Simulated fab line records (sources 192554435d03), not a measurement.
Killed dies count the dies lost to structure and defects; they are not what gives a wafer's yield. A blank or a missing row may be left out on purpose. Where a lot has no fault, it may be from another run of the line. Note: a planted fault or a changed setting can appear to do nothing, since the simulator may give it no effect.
fab line records	flow n5-finfet
record lots=7	wafers=21	last-day=17
route steps=1938 shown BEOL_M2@914 BEOL_M4@1111 PASSIVATION@1936
lots that met no fault: taken from a fault-free run of the same line
start-h: hours from the record's opening day to when the first of the lot's shown wafers began	wait-h: hours since the lot's step before	" as in the row above	L1.1+2: a row that stands for several wafers	- no value, or no start was given	* or withheld: withheld	< > ~ a bound
route shown NAME@n: NAME is a module with steps in the file, n the number in the route of the first one	usual: mean/standard deviation of fault-free wafers	same: alike in all rows	chamber/n: place in a boat	sites: readings site by site	_std_site: the values' standard deviation	_edge_site: the outer-site mean with the inner-site mean subtracted	radius-mm: how far each site lies from the wafer's centre	mask NAME#n: copy n	behind: the tool/chamber that last shaped the wafer	hold: why the lot was held/for how many hours/how that ended	device: transistor that didn't switch, given as n, p or np	end of line: tests run on the same wafers once the route is complete	a step with no rows: only its recipe	killed: dies that structure and defects cost at the first sort, which is not the same as the wafer's yield	map: shows each die of a wafer: x if killed, . if not, _ if none is there
set.NAME: the setting as run; set.NAME@STEP: as run at that earlier step	model.NAME: the simulator's own value behind a step, which no gauge read
lots at some steps of the route; a table a step, a row a wafer
services: the hour from which a tool's chamber was out of use, counted from the record's first day as start-h (under 0 if before that day), plus the number of hours and why
## steps
# step N5_BEOL_M2_SPUTTER_90
# recipe material=Cu	target-thk-a=45	temp-c=-20	chamber-pressure-pa=0.07	power-w=withheld	time-s=8.29
# usual throttle-valve-pct=30.2/0.95
lot.wafer	tool	chamber	start-h	wait-h	throttle-valve-pct
L315.1	pvd-sputter-01	-	161.52	0.1	30.2
L315.2	"	-	"	"	30.7
L315.5	"	-	"	"	30.8
L318.2	pvd-sputter-01	-	176.78	0.1	30.5
L318.5	"	-	"	"	29.6
L318.6	"	-	"	"	29.7
L319.3	pvd-sputter-01	-	187.22	0.1	30.0
L319.4	"	-	"	"	30.7
L319.5	"	-	"	"	30.6
L320.1	pvd-sputter-03	-	191.35	0.1	28.9
L320.3	"	-	"	"	30.9
L320.6	"	-	"	"	29.9
L327.1	pvd-sputter-03	-	230.84	0.1	29.7
L327.4	"	-	"	"	30.5
L327.5	"	-	"	"	29.1
L332.2	pvd-sputter-03	-	256.51	0.1	28.6
L332.3	"	-	"	"	30.9
L332.6	"	-	"	"	31.0
L334.3	pvd-sputter-03	-	281.19	0.1	28.9
L334.5	"	-	"	"	30.2
L334.6	"	-	"	"	30.4
# step N5_BEOL_M2_ANNEAL_91
# recipe temp-c=400	time-s=240	ambient=vacuum
# usual heater-power-w=809/83
lot.wafer	tool	chamber	start-h	wait-h	heater-power-w
L315.1	pvd-sputter-01	-	161.60	0.0	822
L315.2	"	-	"	"	863
L315.5	"	-	"	"	886
L318.2	pvd-sputter-01	-	176.86	0.0	870
L318.5	"	-	"	"	701
L318.6	"	-	"	"	782
L319.3	pvd-sputter-01	-	187.30	0.0	799
L319.4	"	-	"	"	853
L319.5	"	-	"	"	839
L320.1	pvd-sputter-03	-	191.43	0.0	846
L320.3	"	-	"	"	693
L320.6	"	-	"	"	795
L327.1	pvd-sputter-03	-	230.92	0.0	823
L327.4	"	-	"	"	789
L327.5	"	-	"	"	851
L332.2	pvd-sputter-03	-	256.59	0.0	852
L332.3	"	-	"	"	697
L332.6	"	-	"	"	699
L334.3	pvd-sputter-03	-	281.27	0.0	868
L334.5	"	-	"	"	807
L334.6	"	-	"	"	791
# step N5_BEOL_M2_SPUTTER_92
# recipe material=Cu	target-thk-a=45	temp-c=-20	chamber-pressure-pa=0.07	power-w=withheld	time-s=8.29
# step N5_BEOL_M2_ANNEAL_93
# recipe temp-c=400	time-s=240	ambient=vacuum
# step N5_BEOL_M2_SPUTTER_94
# recipe material=Cu	target-thk-a=45	temp-c=-20	chamber-pressure-pa=0.07	power-w=withheld	time-s=8.29
# step N5_BEOL_M2_ANNEAL_95
# recipe temp-c=400	time-s=240	ambient=vacuum
# step N5_BEOL_M2_SPUTTER_96
# recipe material=Cu	target-thk-a=45	temp-c=-20	chamber-pressure-pa=0.07	power-w=withheld	time-s=8.29
# usual throttle-valve-pct=30.2/0.94
lot.wafer	tool	chamber	start-h	wait-h	throttle-valve-pct
L315.1	pvd-sputter-01	-	162.18	0.1	29.4
L315.2	"	-	"	"	30.7
L315.5	"	-	"	"	30.5
L318.2	pvd-sputter-01	-	177.44	0.1	30.6
L318.5	"	-	"	"	29.7
L318.6	"	-	"	"	29.6
L319.3	pvd-sputter-01	-	187.88	0.1	30.1
L319.4	"	-	"	"	30.7
L319.5	"	-	"	"	30.8
L320.1	pvd-sputter-03	-	192.01	0.1	29.0
L320.3	"	-	"	"	31.0
L320.6	"	-	"	"	29.9
L327.1	pvd-sputter-03	-	231.50	0.1	30.2
L327.4	"	-	"	"	30.7
L327.5	"	-	"	"	28.9
L332.2	pvd-sputter-03	-	257.17	0.1	29.0
L332.3	"	-	"	"	31.0
L332.6	"	-	"	"	31.1
L334.3	pvd-sputter-03	-	281.85	0.1	28.9
L334.5	"	-	"	"	29.7
L334.6	"	-	"	"	30.4
# step N5_BEOL_M2_ECD_50
# recipe material=Cu	target-thk-a=3000
# step N5_BEOL_M2_ANNEAL_51
# recipe temp-c=225	time-s=90	ambient=N2
# usual wafer_temp_C_max=225.92/0.25
lot.wafer	tool	chamber	start-h	wait-h	wafer_temp_C_max
L315.1	rtp-anneal-01	0	162.40	0.1	225.77
L315.2	"	0	"	"	225.36
L315.5	"	0	"	"	225.73
L318.2	rtp-anneal-01	0	177.68	0.1	226.06
L318.5	"	0	"	"	225.92
L318.6	"	0	"	"	225.74
L319.3	rtp-anneal-02	0	188.90	0.8	225.54
L319.4	"	0	"	"	226.05
L319.5	"	0	"	"	225.71
L320.1	rtp-anneal-02	0	192.41	0.3	225.81
L320.3	"	0	"	"	226.20
L320.6	"	0	"	"	226.11
L327.1	rtp-anneal-01	0	231.69	0.1	225.57
L327.4	"	0	"	"	225.94
L327.5	"	0	"	"	225.90
L332.2	rtp-anneal-01	0	257.43	0.1	225.87
L332.3	"	0	"	"	226.00
L332.6	"	0	"	"	226.45
L334.3	rtp-anneal-02	0	282.14	0.1	226.08
L334.5	"	0	"	"	226.11
L334.6	"	0	"	"	225.86
# step N5_BEOL_M2_CMP_52
# recipe stop-on=SiOC	t-overpolish-s=6.8	down-force-psi=1	platen-rpm=50	clearing-platen-down-force-psi=1.5	clearing-platen-rpm=50	post-cmp-clean=cu-alkaline	target-thk-nm=40	clearing-platen-pad-velocity-m-s=0.99484	pad-velocity-m-s=0.99484
# usual barrier-field-endpoint-s=24.8/0.46	edge-zone-pressure-frac=1.000/0.0054	motor-current-A=5.9/0.63	overpolish-run-s=6.799/0.0088	time-to-endpoint-s=63.2/2.5
lot.wafer	tool	chamber	start-h	wait-h	barrier-field-endpoint-s	edge-zone-pressure-frac	motor-current-A	overpolish-run-s	time-to-endpoint-s
L315.2	cmp-03	3	162.70	0.2	24.9	1.004	5.9	6.802	63.3
L315.1	"	2	"	"	24.6	0.997	6.1	6.799	64.0
L315.5	"	3	"	"	24.5	1.009	5.8	6.795	61.4
L318.2	cmp-03	0	177.94	0.2	25.1	0.998	5.1	6.795	62.9
L318.5	"	0	"	"	25.5	0.998	5.0	6.801	64.7
L318.6	"	1	"	"	24.9	1.000	5.9	6.787	60.7
L319.4	cmp-04	1	189.14	0.2	24.7	1.007	6.7	6.796	65.0
L319.3	"	2	"	"	24.0	1.002	6.7	6.792	66.7
L319.5	"	1	"	"	24.6	0.999	6.8	6.796	64.0
L320.3	cmp-03	0	192.79	0.2	25.5	1.003	5.0	6.804	64.7
L320.1	"	1	"	"	24.7	1.000	6.0	6.814	64.6
L320.6	"	3	"	"	25.7	1.000	5.7	6.800	65.6
L327.4	cmp-04	1	232.04	0.2	24.9	1.006	6.1	6.795	66.0
L327.1	"	2	"	"	24.7	1.002	7.0	6.786	64.0
L327.5	"	0	"	"	24.4	0.999	5.3	6.813	62.3
L332.3	cmp-01	1	257.68	0.2	25.2	1.004	6.8	6.791	60.8
L332.2	"	3	"	"	24.9	0.999	5.2	6.795	61.5
L332.6	"	2	"	"	25.0	1.006	6.5	6.797	63.5
L334.3	cmp-03	3	282.42	0.2	25.1	1.002	6.1	6.801	64.3
L334.6	"	1	"	"	24.9	1.004	6.0	6.802	62.6
L334.5	"	2	"	"	24.5	1.005	5.8	6.794	61.3
# step N5_BEOL_M2_THK_MEAS_53
# recipe thk-meas-gauge=xrf	reads=Cu_of_BEOL_M2_ECD_50
# usual M2_THK=40.2/1.3
lot.wafer	tool	chamber	start-h	wait-h	M2_THK[nm]
L315.1	film-metro-01	-	162.99	-	39.4
L315.2	"	-	"	"	41.0
L315.5	"	-	"	"	40.2
L318.2	film-metro-02	-	178.23	-	41.6
L318.5	"	-	"	"	40.7
L318.6	"	-	"	"	40.5
L319.3	film-metro-02	-	189.40	-	42.7
L319.4	"	-	"	"	40.9
L319.5	"	-	"	"	42.3
L320.1	film-metro-02	-	193.00	-	41.5
L320.3	"	-	"	"	40.0
L320.6	"	-	"	"	42.1
L327.1	film-metro-02	-	232.30	-	39.7
L327.4	"	-	"	"	40.6
L327.5	"	-	"	"	39.9
L332.2	film-metro-02	-	257.98	-	41.4
L332.3	"	-	"	"	41.0
L332.6	"	-	"	"	41.2
L334.3	film-metro-01	-	282.64	-	40.9
L334.5	"	-	"	"	39.2
L334.6	"	-	"	"	40.1
# step N5_BEOL_M2_PRE_CLEAN_60
# recipe gas=NH3/H2	time-s=15	temp-c=*	rf-power-w=300
# step N5_BEOL_M2_CO_CAP_55
# recipe material=Co	target-thk-a=20	temp-c=200	precursor=CCTBA/H2	pressure-torr=30	time-s=102.1
# usual chamber-pressure-Torr=30.00/0.063	heater-power-outer-w=127/18	heater-power-w=254/32
lot.wafer	tool	chamber	start-h	wait-h	chamber-pressure-Torr	heater-power-outer-w	heater-power-w
L315.1	cvd-co-01	1	163.07	0.0	29.94	162	310
L315.2	"	0	"	"	29.94	114	228
L315.5	"	2	"	"	29.86	123	240
L318.2	cvd-co-01	0	178.31	0.0	-	-	-
L318.5	"	1	"	"	-	-	-
L318.6	"	0	"	"	-	-	-
L319.3	cvd-co-01	0	189.48	0.0	-	-	-
L319.4	"	2	"	"	-	-	-
L319.5	"	0	"	"	-	-	-
L320.1	cvd-co-02	2	193.08	0.0	-	-	-
L320.3	"	0	"	"	-	-	-
L320.6	"	1	"	"	-	-	-
L327.1	cvd-co-02	0	232.38	0.0	30.01	117	229
L327.4	"	2	"	"	29.89	129	275
L327.5	"	0	"	"	30.02	121	226
L332.2	cvd-co-02	0	258.10	0.0	30.01	114	233
L332.3	"	1	"	"	30.12	108	232
L332.6	"	2	"	"	30.00	127	263
L334.3	cvd-co-01	2	282.72	0.0	29.88	120	247
L334.5	"	1	"	"	29.90	163	312
L334.6	"	0	"	"	30.06	119	220
# step N5_BEOL_M2_PRE_CLEAN_56
# recipe gas=NH3	time-s=15	temp-c=withheld	rf-power-w=300
# step N5_BEOL_M4_RC_MEAS_101
# usual DIBL_N=36.4/1.4	DIBL_P=36.3/1.8	IOFF_N=0.163/0.024	IOFF_P=0.21/0.034	ION_N=673/11	ION_P=461/7.4	SS_N=71.6/0.52	SS_P=73.3/0.58	VT_N=249.4/2.5	VT_P=-250/3.5
lot.wafer	tool	chamber	start-h	wait-h	DIBL_N[mV/V]	DIBL_P[mV/V]	IOFF_N[nA/um]	IOFF_P[nA/um]	ION_N[uA/um]	ION_P[uA/um]	SS_N[mV/dec]	SS_P[mV/dec]	VT_N[mV]	VT_P[mV]
L315.1	prober-02	0	185.89	0.0	35.0	34.8	0.139	0.17	670	451	70.5	72.4	250.9	-254
L315.2	"	0	"	"	37.5	38.6	0.190	0.22	685	464	71.5	73.7	244.7	-250
L315.5	"	0	"	"	37.7	38.4	0.194	0.22	670	456	72.1	73.8	245.4	-251
L318.2	prober-01	0	199.24	0.2	37.7	37.1	0.166	0.25	669	464	71.9	73.7	249.5	-245
L318.5	"	0	"	"	38.9	37.6	0.185	0.28	674	470	72.0	73.3	250.3	-243
L318.6	"	0	"	"	35.7	33.9	0.130	0.19	660	456	71.1	72.2	253.4	-252
L319.3	prober-01	0	209.68	0.3	35.8	37.3	0.170	0.23	674	460	71.6	73.3	250.7	-249
L319.4	"	0	"	"	34.4	35.1	0.139	0.18	665	459	72.3	72.9	252.4	-252
L319.5	"	0	"	"	34.8	35.1	0.148	0.18	653	452	72.1	73.4	255.3	-253
L320.1	prober-02	0	212.28	0.0	35.1	36.5	0.148	0.23	663	463	71.6	73.5	250.2	-251
L320.3	"	0	"	"	35.9	36.8	0.160	0.24	678	469	71.8	74.0	249.4	-247
L320.6	"	0	"	"	35.7	36.5	0.161	0.23	669	465	72.0	73.3	250.6	-249
L327.1	prober-01	0	260.20	0.0	36.1	37.3	0.168	0.23	678	460	72.5	73.5	248.1	-249
L327.4	"	0	"	"	33.9	34.3	0.118	0.18	659	455	71.5	72.2	255.4	-249
L327.5	"	0	"	"	35.8	36.7	0.162	0.22	672	463	71.8	72.5	249.3	-247
L332.2	prober-01	0	286.57	0.2	37.4	37.1	0.166	0.23	674	464	72.2	73.5	248.7	-248
L332.3	"	0	"	"	38.9	38.8	0.193	0.27	688	467	71.9	73.6	249.4	-247
L332.6	"	0	"	"	39.5	39.1	0.201	0.27	686	471	72.2	74.1	247.1	-244
L334.3	prober-02	0	300.44	0.3	36.6	32.3	0.148	0.16	665	447	71.3	72.9	253.0	-256
L334.5	"	0	"	"	36.6	33.5	0.160	0.18	679	456	71.4	73.5	248.1	-256
L334.6	"	0	"	"	35.2	31.7	0.131	0.16	664	454	71.5	73.3	250.8	-254
# step N5_PASSIVATION_PROBE_49
# usual defect-limited-yield=91.4/1.6	killed_at_M0_to_M3=34/12	killed_at_M4_up=13/5.2	killed-at-contacts=11/5.5	killed-at-front-end=40/13	killed-at-other=3.4/2.7	killed-dies=102/19	killed-open=66/15	killed-short=33/7.9	sort_bin_5_function=5.1/1.1	sort_bin_6_memory=3.2/0.7	sort-n-pass=1078/19	sort-yield-pct=91.4/1.6
# same gross-dies=1180	killed-at-back-side=0	sort_bin_4_leakage[%]=0	sort_bin_8_speed[%]=0
lot.wafer	tool	chamber	start-h	wait-h	defect-limited-yield[%]	killed_at_M0_to_M3	killed_at_M4_up	killed-at-contacts	killed-at-front-end	killed-at-other	killed-dies	killed-open	killed-short	sort_bin_5_function[%]	sort_bin_6_memory[%]	sort-n-pass	sort-yield-pct[%]
L315.1	prober-01	-	281.88	0.0	91.9	39	5	22	27	2	95	66	28	5.3	2.5	1085	91.9
L315.2	prober-01	-	281.93	0.1	95.3	20	9	5	18	4	56	37	19	2.4	2.2	1124	95.3
L315.5	prober-01	-	282.08	0.2	92.5	29	7	26	25	1	88	66	22	4.7	2.7	1092	92.5
# killed by level:class
L315.1 MOL_CONTACT_COAG:geometric-particle:open=19 BEOL_M1:geometric-particle:open=9 BEOL_M3:geometric-particle:open=8 STI_FIN_REVEAL:geometric-particle:open=6 BEOL_M2:geometric-particle:short=5 STARTING-WAFER:geometric-particle:open=5 BEOL_M0_SAQP:geometric-particle:open=4 BEOL_M2:geometric-particle:open=4
L315.2 BEOL_M0_SAQP:geometric-particle:open=6 BEOL_M3:geometric-particle:open=6 MOL_CONTACT_COAG:geometric-particle:open=5 STI_FIN_REVEAL:geometric-particle:open=4 DUMMY_GATE:geometric-particle:open=4 BEOL_M0_SAQP:geometric-particle:short=4 BEOL_M5:geometric-particle:open=3 STARTING-WAFER:geometric-particle:open=3
L315.5 MOL_CONTACT_COAG:geometric-particle:open=22 STI_FIN_REVEAL:geometric-particle:open=9 BEOL_M2:geometric-particle:open=6 BEOL_M3:geometric-particle:open=6 BEOL_M0_SAQP:geometric-particle:short=5 STARTING-WAFER:geometric-particle:open=5 MOL_CONTACT_COAG:geometric-particle:short=4 BEOL_M0_SAQP:geometric-particle:open=4
## services
tool	chamber	start-h	hours	kind
cmp-03	-	140.57	2.4	repair
cmp-03	-	155.77	4.0	pm
cvd-co-01	-	206.43	0.5	repair
cmp-03	-	220.46	0.3	repair
cmp-03	-	226.68	4.0	pm
cmp-01	-	230.12	0.3	repair
cmp-03	-	230.68	-	consumable-replace:conditioner
cmp-03	-	230.68	-	consumable-replace:pad
cmp-04	-	232.23	4.0	pm
cmp-04	-	236.23	-	consumable-replace:conditioner
cmp-04	-	236.23	-	consumable-replace:pad
cmp-03	-	240.87	2.0	repair
cmp-04	-	243.54	1.9	repair
cmp-01	-	277.20	1.9	repair
cmp-04	-	281.86	3.0	pm
## key
first-sign step=N5_BEOL_M2_CO_CAP_55	reading=tool-record	direction=missing
effect none on later readings
met-at N5_BEOL_M2_CO_CAP_55
struck-wafers L318.2,L318.5,L318.6,L319.3,L319.4,L319.5,L320.1,L320.3,L320.6
onset-between 163.07 178.31
fault kind=skipped-step-whole	tool=cvd-co-01,cvd-co-02	chamber=-	onset-h=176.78	steps=N5_BEOL_M2_CO_CAP_55	scope=struck-lots-only
